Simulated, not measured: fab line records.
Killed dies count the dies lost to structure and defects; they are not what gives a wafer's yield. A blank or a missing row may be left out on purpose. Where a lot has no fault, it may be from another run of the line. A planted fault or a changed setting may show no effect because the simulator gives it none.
Chamber matching / flow n5_finfet / N5_BEOL_M0_SAQP_MANDREL2_REMOVE_110 on rie_si-02 has 4 sister chambers
The step chemistry HBr/Cl2/O2, target a-Si, stops on SiCN, bt time 10 s. 4 wafers are shown with their chamber, then 10 later ones without.

EACH WAFER AND ITS CHAMBER
wafer=L085.6; chamber=0; drypump_motor_current_A (A)=6.2
wafer=L086.5; chamber=1; drypump_motor_current_A (A)=4.9
wafer=L089.1; chamber=2; drypump_motor_current_A (A)=6.6
wafer=L089.4; chamber=3; drypump_motor_current_A (A)=4.8

WAFERS WITH NO CHAMBER GIVEN
wafer=L089.6; drypump_motor_current_A (A)=6.6
wafer=L093.1; drypump_motor_current_A (A)=4.9
wafer=L093.5; drypump_motor_current_A (A)=6.2
wafer=L093.6; drypump_motor_current_A (A)=4.9
wafer=L094.1; drypump_motor_current_A (A)=6.6
wafer=L094.3; drypump_motor_current_A (A)=4.9
wafer=L094.4; drypump_motor_current_A (A)=6.2
wafer=L095.2; drypump_motor_current_A (A)=6.6
wafer=L095.4; drypump_motor_current_A (A)=6.2
wafer=L095.5; drypump_motor_current_A (A)=6.5

WHICH CHAMBER EACH WENT THROUGH
wafer=L089.6; from the rows above=2; in truth=2
wafer=L093.1; from the rows above=1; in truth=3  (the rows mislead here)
wafer=L093.5; from the rows above=0; in truth=0
wafer=L093.6; from the rows above=1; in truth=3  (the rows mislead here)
wafer=L094.1; from the rows above=2; in truth=2
wafer=L094.3; from the rows above=1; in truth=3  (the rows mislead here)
wafer=L094.4; from the rows above=0; in truth=0
wafer=L095.2; from the rows above=2; in truth=2
wafer=L095.4; from the rows above=0; in truth=0
wafer=L095.5; from the rows above=2; in truth=2
Correct placement for 7 of the 10. Left unplaced by these rows: 0. Number placed wrongly: 3.
How it was worked out, from the rows above alone: a wafer's distance from a chamber is the root of the sum, over the readings, of the square of ((its reading less the chamber's mean) divided by the reading's scatter). The wafer belongs to the nearest chamber; if the next one is less than 2 further off, it can't be placed. For every chamber, the mean is computed from those of its wafers that are shown. The scatter: with one shown wafer a chamber, the root of the mean of the squares of how far each hidden wafer lies from its nearest shown one.
